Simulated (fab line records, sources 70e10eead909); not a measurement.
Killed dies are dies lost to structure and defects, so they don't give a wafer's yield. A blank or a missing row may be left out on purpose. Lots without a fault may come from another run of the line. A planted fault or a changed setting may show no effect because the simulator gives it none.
fab line records | flow nand_harc
record lots=12 wafers=36 last_day=34
route steps=1302 shown A_CHANNEL_FILL_D1@494 A_DECK1_JOINT@528 A_ONON_D2@566 A_CHANNEL_HOLE_D2@597 END@1302
lots that met no fault: from a run of the same line without faults
start_h: hours from the record's first day to the start of the lot's first wafer shown | wait_h: hours since the lot's step before | " the same as in the row above | L1.1+2: a row that stands for several wafers | - no value, or no start given | * or withheld: withheld | < > ~ a bound
route shown NAME@n: a module of which the file shows steps, and the number in the route of the first | usual: mean/standard deviation of fault-free wafers | same: alike in all rows | chamber/n: place in a boat | sites: the reading at each site | _std_site: their standard deviation | _edge_site: outer sites' mean less inner sites' | radius_mm: how far each site lies from the wafer's centre | mask NAME#n: copy n | behind: the tool/chamber that last shaped the wafer | hold: why the lot was held/for how many hours/how that ended | device: the transistor (n, p or np) that didn't switch | end of line: the same wafers' tests at the end of the route | a step without rows: its recipe alone | killed: dies lost to structure and defects at the first sort, not the wafer's yield | map: a wafer's dies, x killed, . not, _ none there
set.NAME: the setting as run; set.NAME@STEP: as run at that earlier step | model.NAME: the simulator's own value behind a step, which no gauge read
steps of the route over a sample of lots; a table a step, a row a wafer
services: from which hour (start_h, from the record's first day; less than 0 if before it) a tool's chamber was out of use, for how many hours, and why
## steps
# step NHARC_A_CHANNEL_FILL_D1_ALD_14
# recipe target_thk_a=25 pulse_time_s=10 ald_cycles=25 temp_c=300 material=SiO2
# usual heater_power_w=464/48 precursor_pulse_height_rel=0.999/0.02 susceptor_temp_C=299.97/0.22
# columns lot.wafer tool chamber start_h wait_h heater_power_w precursor_pulse_height_rel susceptor_temp_C
L301.2 ald_hk-01 2 202.99 2.0 372 1.011 299.94
L301.1 " 3 " " 488 1.056 299.87
L301.5 " 1 " " 538 1.010 300.26
L302.3 ald_hk-01 0 222.63 0.1 453 1.026 300.18
L302.2 " 2 " " 365 1.005 299.76
L302.5 " 0 " " 469 0.980 299.90
L307.1 ald_hk-02 2 255.15 0.0 530 0.988 300.01
L307.2 " 3 " " 435 1.007 299.80
L307.5 " 3 " " 429 0.997 299.96
L306.4 ald_hk-02 1 255.67 0.6 457 0.994 300.05
L306.3 " 3 " " 429 1.022 300.18
L306.6 " 0 " " 429 0.967 299.99
L316.4 ald_hk-01 0 363.51 0.1 480 0.993 300.13
L316.1 " 1 " " 546 0.960 300.28
L316.5 " 2 " " 387 0.968 299.59
L317.1 ald_hk-01 0 367.72 0.1 469 0.965 300.13
L317.3 " 1 " " 564 0.977 299.50
L317.5 " 0 " " 456 0.999 300.23
L318.1 ald_hk-03 1 367.75 0.1 423 0.965 299.84
L318.3 " 2 " " 544 1.012 299.87
L318.5 " 0 " " 463 0.971 299.92
L319.4 ald_hk-03 3 379.81 0.1 461 1.023 300.04
L319.3 " 0 " " 445 0.991 299.71
L319.5 " 2 " " 529 0.986 299.69
L321.4 ald_hk-01 3 402.55 0.1 505 0.995 300.23
L321.6 " 2 " " 381 0.970 300.20
L321.5 " 3 " " 520 1.024 300.32
L320.2 ald_hk-02 1 407.11 0.0 434 1.008 -
L320.4 " 2 " " 518 0.984 -
L320.3 " 0 " " 447 0.995 -
L322.3 ald_hk-01 0 411.81 0.0 473 1.039 299.54
L322.1 " 1 " " 539 1.020 300.09
L322.6 " 0 " " 468 0.992 299.71
L323.4 ald_hk-03 3 433.10 0.0 461 0.991 299.83
L323.3 " 1 " " 438 0.974 299.89
L323.5 " 0 " " 444 1.030 299.89
# step NHARC_A_DECK1_JOINT_THK_MEAS_14
# recipe thk_meas_gauge=ellipsometry
# usual thk_nm=51.1/1.4
# columns lot.wafer tool chamber start_h wait_h thk_nm
L301.1 film_metro-02 - 256.80 0.2 51.4
L301.2 " - " " 52.6
L301.5 " - " " 51.0
L302.2 film_metro-02 - 276.35 0.2 48.0
L302.3 " - " " 49.9
L302.5 " - " " 50.7
L306.3 film_metro-01 - 307.30 0.2 51.1
L306.4 " - " " 49.4
L306.6 " - " " 52.6
L307.1 film_metro-01 - 307.32 0.2 50.4
L307.2 " - " " 51.0
L307.5 " - " " 53.1
L316.1 film_metro-01 - 418.44 0.2 52.0
L316.4 " - " " 51.0
L316.5 " - " " 50.4
L317.1 film_metro-02 - 418.44 0.2 49.8
L317.3 " - " " 48.7
L317.5 " - " " 50.0
L318.1 film_metro-01 - 422.30 0.2 52.6
L318.3 " - " " 51.5
L318.5 " - " " 50.2
L319.3 film_metro-01 - 436.43 0.2 51.3
L319.4 " - " " 49.7
L319.5 " - " " 52.1
L321.4 film_metro-02 - 454.10 0.2 52.5
L321.5 " - " " 51.2
L321.6 " - " " 50.4
L320.2 film_metro-01 - 459.95 0.2 51.1
L320.3 " - " " 49.6
L320.4 " - " " 49.0
L322.1 film_metro-01 - 465.97 0.2 51.9
L322.3 " - " " 48.8
L322.6 " - " " 50.8
L323.3 film_metro-02 - 484.42 0.2 51.2
L323.4 " - " " 50.8
L323.5 " - " " 50.6
# step NHARC_A_ONON_D2_DEP_33
# recipe target_thk_a=2000 temp_c=400 pressure_torr=6.5 rf_w=900 teos_flow_sccm=161.4 flow_sccm=2650 target_thk_nm=200 gas=O2 material=SiO2
# usual heater_power_w=557/89 susceptor_temp_C=399.99/0.27 throttle_valve_pct=15.9/0.56
# columns lot.wafer tool chamber start_h wait_h heater_power_w susceptor_temp_C throttle_valve_pct
L301.2 pecvd-04 1 294.62 0.1 572 399.97 15.2
L301.1 " 2 " " 546 400.15 16.6
L301.5 " 0 " " 580 400.24 15.7
L302.3 pecvd-04 1 314.19 0.1 465 400.09 15.3
L302.2 " 0 " " 563 399.81 15.7
L302.5 " 0 " " 576 399.66 15.9
L306.3 pecvd-03 2 350.97 0.1 624 400.14 15.6
L306.6 " 0 " " 459 399.60 16.4
L306.4 " 1 " " 574 399.97 15.1
L307.2 pecvd-04 1 350.98 0.1 441 400.05 15.7
L307.1 " 2 " " 610 399.53 16.7
L307.5 " 0 " " 579 399.69 16.2
L316.1 pecvd-03 1 453.79 0.1 679 400.35 15.4
L316.4 " 1 " " 677 400.26 15.3
L316.5 " 2 " " 645 399.69 16.0
L317.3 pecvd-01 2 453.87 0.1 460 400.42 15.8
L317.1 " 0 " " 414 399.28 15.3
L317.5 " 2 " " 484 400.21 16.1
L318.3 pecvd-01 2 464.81 0.1 499 400.14 15.9
L318.1 " 1 " " 784 400.19 15.9
L318.5 " 1 " " 779 400.04 15.8
L319.3 pecvd-03 2 480.96 0.1 580 399.81 15.9
L319.5 " 1 " " 635 399.75 15.5
L319.4 " 2 " " 597 400.04 16.0
L320.3 pecvd-04 2 498.21 0.1 520 400.16 17.0
L320.2 " 0 " " 496 399.53 16.0
L320.4 " 2 " " 534 399.93 17.1
L321.4 pecvd-03 1 498.45 0.2 560 400.01 15.8
L321.6 " 1 " " 566 400.26 15.4
L321.5 " 2 " " 636 400.37 16.0
L322.1 pecvd-04 2 498.64 0.2 619 400.40 17.3
L322.3 " 0 " " 647 399.98 15.9
L322.6 " 1 " " 563 400.62 16.0
L323.3 pecvd-01 0 519.83 0.1 373 400.14 15.6
L323.4 " 1 " " 739 399.99 15.1
L323.5 " 2 " " 434 399.93 15.4
# step NHARC_A_ONON_D2_INSPECT_32
# usual raw_defect_count=396/130
# columns lot.wafer tool chamber start_h wait_h raw_defect_count
L301.1 defect_inspect-02 - 295.12 0.0 421
L301.2 " - " " 365
L301.5 " - " " 390
L302.2 defect_inspect-01 - 314.67 0.0 333
L302.3 " - " " 504
L302.5 " - " " 369
L306.3 defect_inspect-02 - 351.44 0.0 820
L306.4 " - " " 544
L306.6 " - " " 877
L307.1 defect_inspect-01 - 351.45 0.0 394
L307.2 " - " " 339
L307.5 " - " " 424
L316.1 defect_inspect-01 - 454.26 0.0 302
L316.4 " - " " 341
L316.5 " - " " 287
L317.1 defect_inspect-02 - 454.31 0.0 273
L317.3 " - " " 588
L317.5 " - " " 311
L318.1 defect_inspect-01 - 465.31 0.0 826
L318.3 " - " " 301
L318.5 " - " " 422
L319.3 defect_inspect-02 - 481.37 0.0 220
L319.4 " - " " 486
L319.5 " - " " 502
L320.2 defect_inspect-01 - 498.67 0.0 203
L320.3 " - " " 370
L320.4 " - " " 449
L321.4 defect_inspect-02 - 498.95 0.0 199
L321.5 " - " " 500
L321.6 " - " " 299
L322.1 defect_inspect-01 - 499.14 0.0 396
L322.3 " - " " 406
L322.6 " - " " 487
L323.3 defect_inspect-01 - 520.22 0.0 500
L323.4 " - " " 371
L323.5 " - " " 355
# step NHARC_A_CHANNEL_HOLE_D2_ETCH_25
# recipe bias_v=5000 source_w=withheld pressure_mtorr=20 time_s=1040.2 ar_flow_sccm=375 c4f8_flow_sccm=93.8 o2_flow_sccm=31.2 temp_c=-20 target_depth_a=15000 chemistry=C4F8/O2/Ar
# usual drypump_motor_current_A=6.1/0.35 he_backside_leak_sccm=6.3/0.76 showerhead_plenum_p_Torr=3.62/0.06 throttle_valve_pct=32.235/0.0085
# columns lot.wafer tool chamber start_h wait_h drypump_motor_current_A he_backside_leak_sccm rf_hours_counter_h showerhead_plenum_p_Torr throttle_valve_pct
L301.1 har_etch-02 1 302.16 0.6 5.8 7.4 362 3.64 32.231
L301.2 " 0 " " 6.7 7.3 362 3.73 32.227
L301.5 " 0 " " 6.7 7.1 - 3.73 32.242
L302.2 har_etch-02 1 323.26 0.6 5.8 7.3 370 3.63 32.232
L302.3 " 1 " " 5.8 7.8 - 3.63 32.227
L302.5 " 0 " " 6.6 7.3 - 3.72 32.224
L306.3 har_etch-01 0 362.07 0.7 5.7 6.4 - 3.68 32.237
L306.4 " 1 " " 6.1 5.5 - 3.57 32.239
L306.6 " 1 " " 6.2 5.6 - 3.57 32.236
L307.2 har_etch-02 1 364.26 0.6 5.8 7.1 385 3.63 32.244
L307.1 " 0 " " 6.7 7.5 408 3.70 32.229
L307.5 " 1 " " 5.8 7.1 - 3.63 32.231
L316.1 har_etch-02 1 465.77 0.7 5.8 5.4 41 3.60 32.229
L316.4 " 1 " " 5.8 5.8 - 3.60 32.228
L316.5 " 0 " " 6.7 6.0 - 3.67 32.252
L317.1 har_etch-01 0 466.29 0.7 5.7 6.7 255 3.64 32.229
L317.3 " 1 " " 6.2 5.9 - 3.53 32.236
L317.5 " 0 " " 5.8 7.0 - 3.64 32.234
L318.1 har_etch-02 0 472.70 0.7 6.6 6.1 45 3.67 32.240
L318.3 " 1 " " 5.8 5.5 - 3.60 32.229
L318.5 " 1 " " 5.8 4.9 - 3.59 32.240
L319.4 har_etch-01 1 488.66 0.7 6.1 6.1 - 3.52 32.223
L319.3 " 0 " " 5.7 7.1 - 3.63 32.242
L319.5 " 1 " " 6.1 6.1 - 3.52 32.243
L320.2 har_etch-01 0 507.33 0.7 5.8 6.9 274 3.63 32.231
L320.4 " 1 " " 6.2 5.8 - 3.52 32.239
L320.3 " 0 " " 5.7 7.0 - 3.63 32.236
L322.1 har_etch-01 1 511.32 0.6 6.2 5.9 278 3.52 32.249
L322.3 " 1 " " 6.2 5.7 - 3.52 32.242
L322.6 " 1 " " 6.2 5.9 - 3.52 32.244
L321.4 har_etch-02 1 511.33 0.7 5.8 6.2 - 3.58 32.236
L321.6 " 1 " " 5.8 5.9 - 3.58 32.239
L321.5 " 0 " " 6.6 6.1 - 3.66 32.243
L323.4 har_etch-01 0 528.33 0.7 5.7 7.1 - 3.62 32.256
L323.3 " 1 " " 6.1 5.8 - 3.51 32.238
L323.5 " 1 " " 6.1 5.7 - 3.51 32.230
# step NHARC_END_SORT_01
# recipe temp_c=25
# usual killed_at_array=53/18 killed_at_other=1.0/1.2 killed_at_periphery=3.6/2.4 killed_dies=58/18 killed_open=3.4/1.8 killed_short=2.3/1.5
# same gross_dies=677
# columns lot.wafer tool chamber start_h wait_h killed_at_array killed_at_other killed_at_periphery killed_dies killed_open killed_short
L306.3 prober-01 0 645.46 3.1 127 0 5 132 4 1
L306.4 prober-01 0 646.26 3.4 132 0 1 133 1 1
L306.6 prober-01 0 647.86 4.0 111 0 2 113 3 1
# killed by level:class
L306.3 A_ONON_D2:unspecified=55 A_CHANNEL_HOLE_D1:chamber_film_flake=29 A_SLIT:chamber_film_flake=22 A_CHANNEL_HOLE_D2:chamber_film_flake=9 A_CONTACT:chamber_film_flake=5 P_ZERO_WELL:chamber_film_flake=3 A_ONON_D1:geometric_particle:open=2 A_STAIRCASE:chamber_film_flake=2
L306.4 A_ONON_D2:unspecified=72 A_CHANNEL_HOLE_D1:chamber_film_flake=27 A_SLIT:chamber_film_flake=15 A_CHANNEL_HOLE_D2:chamber_film_flake=7 A_STAIRCASE:chamber_film_flake=3 A_CHANNEL_FILL_D1:chamber_film_flake=3 A_CONTACT:chamber_film_flake=3 A_STAIRCASE:geometric_particle:open=1
L306.6 A_ONON_D2:unspecified=47 A_CHANNEL_HOLE_D1:chamber_film_flake=28 A_SLIT:chamber_film_flake=20 A_CHANNEL_HOLE_D2:chamber_film_flake=5 A_CONTACT:chamber_film_flake=5 A_M0:geometric_particle:open=2 P_GATE:geometric_particle:open=1 A_ONON_D1:geometric_particle:short=1
## services
# columns tool chamber start_h hours kind
pecvd-03 - 186.44 13.0 pm
ald_hk-03 - 212.06 10.0 pm
ald_hk-03 - 251.08 1.5 repair
pecvd-01 - 261.82 2.2 repair
pecvd-04 - 269.00 13.0 pm
pecvd-03 2 283.93 3.2 repair
ald_hk-01 - 297.13 10.0 pm
ald_hk-01 0 297.13 10.0 vent_cycle
ald_hk-01 1 297.13 10.0 vent_cycle
pecvd-01 - 311.00 13.0 pm
pecvd-03 0 328.59 10.6 repair
ald_hk-02 - 351.03 10.0 pm
pecvd-03 - 367.44 13.0 pm
har_etch-02 - 378.03 17.0 pm
pecvd-04 1 402.43 20.2 repair
pecvd-01 - 429.33 1.6 repair
pecvd-04 - 450.00 13.0 pm
ald_hk-01 - 475.13 10.0 pm
pecvd-03 - 479.78 0.7 repair
pecvd-04 2 488.03 5.4 repair
pecvd-01 - 492.00 13.0 pm
ald_hk-03 - 495.56 1.2 repair
pecvd-03 0 498.29 20.0 repair
ald_hk-02 - 522.71 5.6 repair
## key
first_sign step=NHARC_A_ONON_D2_INSPECT_32 reading=raw_defect_count direction=up sigmas=2.7 usual=396 struck=747
effect step=NHARC_END_SORT_01 reading=killed_at_array direction=up sigmas=4 usual=53 struck=123
more_kills_born_at NHARC_A_ONON_D2_DEP_33@pecvd-03=174
met_at NHARC_A_ONON_D2_DEP_33
struck_lots L306
tester_left_out L306
not_acting_at NHARC_A_CHANNEL_FILL_D1_ALD_14,NHARC_A_DECK1_JOINT_THK_MEAS_14,NHARC_A_CHANNEL_HOLE_D2_ETCH_25
fault kind=chamber_particle_source tool=pecvd-03 chamber=- onset_h=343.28 steps=NHARC_A_ONON_D2_DEP_33 rate_per_visit_cm2=0.48825 end_h=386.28
# tester_left_out: of these lots the tester's yield and bins aren't shown, on N5 and GAA mostly nor the transistor test; their killed dies are dies lost to structure and defects alone, not to doping, threshold or leakage, so they don't give the yield
